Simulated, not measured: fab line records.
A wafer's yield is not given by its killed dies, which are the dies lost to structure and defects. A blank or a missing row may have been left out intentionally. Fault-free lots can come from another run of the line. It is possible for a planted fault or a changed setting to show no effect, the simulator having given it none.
fab line records ; flow nandHarc
[record] lots = 7; wafers = 18; lastDay = 24
route steps=1159 shown A_CONTACT@846 END@1159
lots that met no fault: from a run of the same line without faults
startH: hours from the record's opening day to when the first of the lot's shown wafers began ; waitH: hours since the lot's step before ; " same as the row above ; L1.1+2: one row covering several wafers at once ; - no value present, or no start provided ; * or withheld: withheld ; < > ~ a bound
route shown NAME@n: NAME is a module with steps in the file, n the number in the route of the first one ; usual: mean/standard deviation of fault-free wafers ; same: alike in all rows ; chamber/n: place in a boat ; sites: each site's reading ; _std_site: standard deviation of those values ; _edge_site: outer sites' mean less inner sites' ; radiusMm: how far each site lies from the wafer's centre ; mask NAME#n: copy n ; behind: the last tool/chamber to shape the wafer ; hold: why the lot went on hold/how many hours it stayed there/how the hold came to an end ; device: the n, p or np transistor that did not switch ; end of line: the same wafers' tests at the end of the route ; a step without rows: its recipe alone ; killed: count of dies lost to structure and defects at first sort (not the wafer's yield) ; map: a wafer's dies, x killed, . not, _ none there
set.NAME: the setting the step ran with; set.NAME@STEP: the setting that earlier step ran with ; model.NAME: the simulator's own value behind a step, which no gauge read
lots at selected steps of the route; one table per step, one row per wafer
services: when a tool's chamber went out of use (startH, in hours from the record's first day, below 0 if earlier), for how many hours, and the reason
[[steps]]
[step NHARC_A_CONTACT_COAT_34]
[recipe] tempC = 260; timeS = 75
[step NHARC_A_CONTACT_COAT_35]
[recipe] tempC = 225; timeS = 65
[step NHARC_A_CONTACT_COAT_36]
[recipe] spinRpm = 1500; resistThkNm = 90
[step NHARC_A_CONTACT_SOFTBAKE_37]
[recipe] tempC = 105; timeS = 55
[step NHARC_A_CONTACT_EBR_38]
[step NHARC_A_CONTACT_EXPOSE_39]
[recipe] na = 1.35; sigmaOuter = 0.8; doseMj = 58.79; maskId = A_CC_3
[step NHARC_A_CONTACT_PEB_40]
[recipe] pebTempC = 100; pebTimeS = 65
[step NHARC_A_CONTACT_DEVELOP_41]
[recipe] developTimeS = 35; devTempC = 23
[step NHARC_A_CONTACT_CD_MEAS_42]
[recipe] targetCdNm = 200; landingEnergyEv = 500
[usual] cdNm = 199.9/0.45
lot.wafer;tool;chamber;startH;waitH;cdNm
L457.2;cdSem-03;0;380.10;-;199.1
L457.3;cdSem-03;0;380.10;-;199.3
L457.6;cdSem-03;0;380.10;-;199.3
L464.1;cdSem-03;0;437.31;-;199.9
L464.5;cdSem-03;0;437.31;-;199.7
L464.6;cdSem-03;0;437.31;-;200.2
L463.2;cdSem-02;0;447.90;-;200.5
L463.5;cdSem-02;0;447.90;-;200.3
L463.6;cdSem-02;0;447.90;-;199.6
L470.1;cdSem-01;0;461.70;-;200.3
L470.3;cdSem-01;0;461.70;-;199.8
L467.1;cdSem-03;0;466.95;-;199.8
L467.3;cdSem-03;0;466.95;-;200.1
L469.1;cdSem-03;0;473.18;-;199.7
L469.2;cdSem-03;0;473.18;-;199.6
L473.2;cdSem-02;0;505.24;-;199.7
L473.3;cdSem-02;0;505.24;-;199.7
L473.5;cdSem-02;0;505.24;-;200.0
[step NHARC_A_CONTACT_OVL_MEAS_43]
[usual] overlayXNm = -0.2/0.65; overlayYNm = -0.2/0.94
lot.wafer;tool;chamber;startH;waitH;overlayXNm;overlayYNm
L457.2;overlay-02;-;380.19;-;-0.1;0.4
L457.3;overlay-02;-;380.19;-;-0.3;-0.2
L457.6;overlay-02;-;380.19;-;-0.1;0.2
L464.1;overlay-02;-;437.40;-;-1.6;-0.2
L464.5;overlay-02;-;437.40;-;-1.2;0.1
L464.6;overlay-02;-;437.40;-;-1.3;0.0
L463.2;overlay-01;-;447.99;-;0.8;0.8
L463.5;overlay-01;-;447.99;-;0.0;1.0
L463.6;overlay-01;-;447.99;-;0.0;0.5
L470.1;overlay-01;-;461.78;-;0.7;-0.2
L470.3;overlay-01;-;461.78;-;-0.3;-0.3
L467.1;overlay-02;-;467.04;-;-1.1;-1.1
L467.3;overlay-02;-;467.04;-;-1.6;-0.1
L469.1;overlay-01;-;473.27;-;-0.6;0.6
L469.2;overlay-01;-;473.27;-;-0.4;1.3
L473.2;overlay-02;-;505.33;-;0.6;0.4
L473.3;overlay-02;-;505.33;-;1.0;0.5
L473.5;overlay-02;-;505.33;-;1.1;0.6
[step NHARC_A_CONTACT_INSPECT_44]
[usual] rawDefectCount = 29/15
lot.wafer;tool;chamber;startH;waitH;rawDefectCount
L457.2;defectInspect-01;-;380.22;0.0;27
L457.3;defectInspect-01;-;380.22;0.0;20
L457.6;defectInspect-01;-;380.22;0.0;16
L464.1;defectInspect-02;-;437.43;0.0;29
L464.5;defectInspect-02;-;437.43;0.0;37
L464.6;defectInspect-02;-;437.43;0.0;33
L463.2;defectInspect-02;-;448.02;0.0;32
L463.5;defectInspect-02;-;448.02;0.0;33
L463.6;defectInspect-02;-;448.02;0.0;34
L470.1;defectInspect-02;-;461.82;0.0;64
L470.3;defectInspect-02;-;461.82;0.0;46
L467.1;defectInspect-02;-;467.08;0.0;28
L467.3;defectInspect-02;-;467.08;0.0;21
L469.1;defectInspect-01;-;473.31;0.0;9
L469.2;defectInspect-01;-;473.31;0.0;11
L473.2;defectInspect-01;-;505.36;0.0;64
L473.3;defectInspect-01;-;505.36;0.0;68
L473.5;defectInspect-01;-;505.36;0.0;63
[step NHARC_A_CONTACT_DESCUM_47]
[recipe] timeS = 3; o2FlowSccm = 200; arFlowSccm = 0; biasPowerW = 0; chemistry = O2
[usual] drypumpMotorCurrentA = 5.7/0.48; oesProductAu = 0.999/0.011; rfVppV = 57.9/0.91; showerheadPlenumPTorr = 1.94/0.085; throttleValvePct = 11.311/0.0086
lot.wafer;tool;chamber;startH;waitH;drypumpMotorCurrentA;oesProductAu;rfHoursCounterH;rfVppV;showerheadPlenumPTorr;throttleValvePct
L457.3;rieDiel-07;0;380.28;0.1;5.7;1.001;29;57.7;1.80;11.330
L457.2;rieDiel-07;1;380.28;0.1;5.3;0.994;27;58.8;2.03;11.309
L457.6;rieDiel-07;1;380.28;0.1;5.4;1.002;-;57.7;2.03;11.300
L464.1;rieDiel-08;0;437.51;0.1;5.5;0.988;51;57.3;1.94;11.309
L464.6;rieDiel-08;2;437.51;0.1;5.6;0.995;-;57.1;2.06;11.303
L464.5;rieDiel-08;3;437.51;0.1;6.0;0.993;-;58.0;1.96;11.314
L463.2;rieDiel-01;1;448.08;0.1;5.6;0.996;48;58.1;1.90;11.311
L463.5;rieDiel-01;1;448.08;0.1;5.6;1.012;-;57.6;1.90;11.310
L463.6;rieDiel-01;2;448.08;0.1;5.5;0.985;-;57.8;1.87;11.319
L470.1;rieDiel-07;0;461.89;0.1;5.7;1.004;8;57.3;1.80;11.309
L470.3;rieDiel-07;2;461.89;0.1;5.5;1.008;8;57.6;1.84;11.290
L467.1;rieDiel-07;2;467.15;0.1;5.5;1.008;9;57.3;1.84;11.294
L467.3;rieDiel-07;3;467.15;0.1;6.7;1.005;10;58.3;2.00;11.313
L469.1;rieDiel-07;3;473.37;0.1;6.8;1.002;12;59.4;2.00;11.318
L469.2;rieDiel-07;0;473.37;0.1;5.7;1.009;11;58.4;1.80;11.302
L473.3;rieDiel-08;3;505.43;0.1;6.0;1.007;9;57.6;1.95;11.315
L473.2;rieDiel-08;1;505.43;0.1;5.2;1.012;9;58.4;1.84;11.312
L473.5;rieDiel-08;3;505.43;0.1;6.0;1.003;-;57.2;1.95;11.304
[step NHARC_A_CONTACT_ETCH_48]
[recipe] targetDepthA = 390; overEtchFrac = 0.3; timeS = 65; ionEnergyEv = 80; cf4FlowSccm = 150; arFlowSccm = 0; rfW = 300; biasW = 100; chemistry = CF4
[usual] drypumpMotorCurrentA = 5.7/0.47; oesProductAu = 1.001/0.011; rfVppV = 151.4/1.3; runLengthS = 86.4/0.42; showerheadPlenumPTorr = 1.78/0.073; throttleValvePct = 13.283/0.0092
[same] overEtchFrac = 0.3
lot.wafer;tool;chamber;startH;waitH;drypumpMotorCurrentA;oesProductAu;rfHoursCounterH;rfVppV;runLengthS;showerheadPlenumPTorr;throttleValvePct
L457.2;rieDiel-07;1;380.37;0.1;5.4;0.992;27;152.0;86.0;1.86;13.280
L457.3;rieDiel-07;3;380.37;0.1;6.8;1.000;31;153.0;86.7;1.85;13.286
L457.6;rieDiel-07;2;380.37;0.1;5.5;0.994;-;150.5;85.9;1.71;13.284
L464.1;rieDiel-08;3;437.70;0.2;6.0;0.991;50;151.2;86.1;1.81;13.279
L464.5;rieDiel-08;1;437.70;0.2;5.2;0.998;-;149.7;85.6;1.72;13.277
L464.6;rieDiel-08;2;437.70;0.2;5.6;0.997;-;153.0;86.8;1.89;13.286
L463.2;rieDiel-01;1;448.18;0.1;5.6;1.024;48;151.5;86.0;1.76;13.284
L463.6;rieDiel-01;1;448.18;0.1;5.6;1.007;-;151.8;86.1;1.76;13.285
L463.5;rieDiel-01;2;448.18;0.1;5.6;0.976;-;151.5;86.0;1.74;13.286
L470.1;rieDiel-07;0;461.97;0.1;5.7;1.016;8;150.1;87.0;1.67;13.284
L470.3;rieDiel-07;1;461.97;0.1;5.4;0.984;7;151.9;82.7;1.86;13.263
L467.3;rieDiel-07;2;467.22;0.1;5.5;1.014;9;150.0;82.2;1.71;13.283
L467.1;rieDiel-07;3;467.22;0.1;6.8;1.006;10;151.8;87.1;1.84;13.272
L469.1;rieDiel-07;0;473.46;0.1;5.7;1.008;11;149.5;86.3;1.67;13.288
L469.2;rieDiel-07;1;473.46;0.1;5.4;0.986;9;152.5;82.4;1.86;13.272
L473.3;rieDiel-08;1;505.51;0.1;5.2;1.011;9;149.8;85.7;1.71;13.272
L473.2;rieDiel-08;2;505.51;0.1;5.6;1.012;10;153.0;86.8;1.89;13.268
L473.5;rieDiel-08;2;505.51;0.1;5.6;1.008;-;153.0;86.7;1.89;13.278
[step NHARC_A_CONTACT_ETCH_49]
[recipe] targetDepthA = 2600; overEtchFrac = 0.3; timeS = 475.3; ionEnergyEv = 200; n2FlowSccm = 150; h2FlowSccm = 150; arFlowSccm = 0; rfW = 400; biasW = 150; chemistry = N2/H2
[usual] drypumpMotorCurrentA = 5.7/0.47; oesProductAu = 1.000/0.011; rfVppV = 431.1/2.6; runLengthS = 496.8/0.43; showerheadPlenumPTorr = 2.06/0.092; throttleValvePct = 14.172/0.0087
[same] overEtchFrac = 0.3
lot.wafer;tool;chamber;startH;waitH;drypumpMotorCurrentA;oesProductAu;rfHoursCounterH;rfVppV;runLengthS;showerheadPlenumPTorr;throttleValvePct
L457.3;rieDiel-07;3;-;-;6.8;1.009;31;434.0;497.7;2.14;14.163
L457.2;rieDiel-07;0;-;-;5.7;0.992;29;426.9;496.9;1.92;14.173
L457.6;rieDiel-07;2;-;-;5.5;1.009;-;429.7;496.2;1.97;14.170
L464.1;rieDiel-08;2;-;-;5.7;0.990;53;435.7;497.4;2.20;14.185
L464.5;rieDiel-08;1;-;-;5.2;1.009;-;429.0;496.5;1.97;14.156
L464.6;rieDiel-08;2;-;-;5.6;0.991;-;434.8;497.3;2.20;14.177
L463.2;rieDiel-01;3;-;-;5.0;1.005;46;433.1;497.2;2.07;14.160
L463.6;rieDiel-01;1;-;-;5.6;1.014;-;430.7;496.5;2.03;14.164
L463.5;rieDiel-01;2;-;-;5.5;0.984;-;430.3;496.3;2.00;14.159
L470.3;rieDiel-07;3;-;-;6.8;0.995;9;434.4;497.7;2.14;14.186
L470.1;rieDiel-07;0;-;-;5.8;1.008;8;427.3;496.6;1.91;14.178
L467.1;rieDiel-07;0;-;-;5.7;1.016;9;426.9;497.2;1.91;14.181
L467.3;rieDiel-07;1;-;-;5.4;1.002;8;433.0;496.4;2.16;14.178
L469.1;rieDiel-07;3;-;-;6.8;0.995;12;433.2;497.2;2.13;14.162
L469.2;rieDiel-07;0;-;-;5.7;1.019;11;426.8;496.9;1.91;14.169
L473.3;rieDiel-08;2;-;-;5.6;0.995;10;433.9;496.9;2.19;14.177
L473.2;rieDiel-08;3;-;-;6.0;1.006;9;432.6;496.6;2.08;14.161
L473.5;rieDiel-08;2;-;-;5.6;1.002;-;434.1;497.4;2.19;14.182
[step NHARC_END_SORT_01]
[recipe] tempC = 25
[usual] killedAtArray = 28/11; killedAtOther = 0.6/0.85; killedAtPeriphery = 2.8/2.3; killedDies = 31/11; killedOpen = 3.1/1.6; killedShort = 2.0/1.4
[same] grossDies = 677
lot.wafer;tool;chamber;startH;waitH;killedAtArray;killedAtOther;killedAtPeriphery;killedDies;killedOpen;killedShort
L463.5;prober-02;0;518.71;3.7;34;0;3;37;3;0
// killed by level:class
L463.5 A_SLIT:chamberFilmFlake=15 A_STAIRCASE:chamberFilmFlake=7 A_CHANNEL_HOLE_D1:chamberFilmFlake=6 A_CONTACT:chamberFilmFlake=3 A_M0:geometricParticle:open=2 P_GATE:chamberFilmFlake=2 A_SLIT:geometricParticle:open=1 P_ZERO_WELL:chamberFilmFlake=1
[[services]]
tool;chamber;startH;hours;kind
rieDiel-07;0;359.87;-;clean
rieDiel-07;1;359.87;-;clean
rieDiel-07;2;359.87;-;clean
rieDiel-07;3;359.87;-;clean
rieDiel-07;3;381.67;14.3;repair
rieDiel-07;0;384.37;-;clean
rieDiel-07;1;384.37;-;clean
rieDiel-07;2;384.37;-;clean
rieDiel-07;-;405.20;9.0;pm
rieDiel-07;0;405.20;9.0;ventCycle
rieDiel-07;1;405.20;9.0;ventCycle
rieDiel-07;2;405.20;9.0;ventCycle
rieDiel-07;3;405.20;9.0;ventCycle
rieDiel-07;0;414.20;-;clean
rieDiel-07;1;414.20;-;clean
rieDiel-07;2;414.20;-;clean
rieDiel-07;3;414.20;-;clean
rieDiel-07;0;438.89;-;clean
rieDiel-07;1;438.89;-;clean
rieDiel-07;2;438.89;-;clean
rieDiel-07;3;438.89;-;clean
rieDiel-07;0;463.39;-;clean
rieDiel-08;-;478.86;9.0;pm
rieDiel-01;-;492.38;9.0;pm
[[key]]
[firstSign] step = NHARC_A_CONTACT_ETCH_48; reading = runLengthS; direction = down; sigmas = 9.3; usual = *; struck = *
effect none on later readings
metAt NHARC_A_CONTACT_ETCH_48
struckWafers L467.3,L469.2,L470.3
testerLeftOut L467,L469,L470
onsetBetween 380.37 461.97
[fault] kind = processParameterDrift; tool = rieDiel-07; chamber = -; onsetH = 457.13; steps = NHARC_A_CONTACT_ETCH_48; channel = timeS; offset = *; shape = step; endH = 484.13; scope = struckWafersOnly; actsIn = *; stated = *
// testerLeftOut: of these lots the tester's yield and bins aren't shown, on N5 and GAA mostly nor the transistor test; their killed dies are dies lost to structure and defects alone, not to doping, threshold or leakage, so they don't give the yield
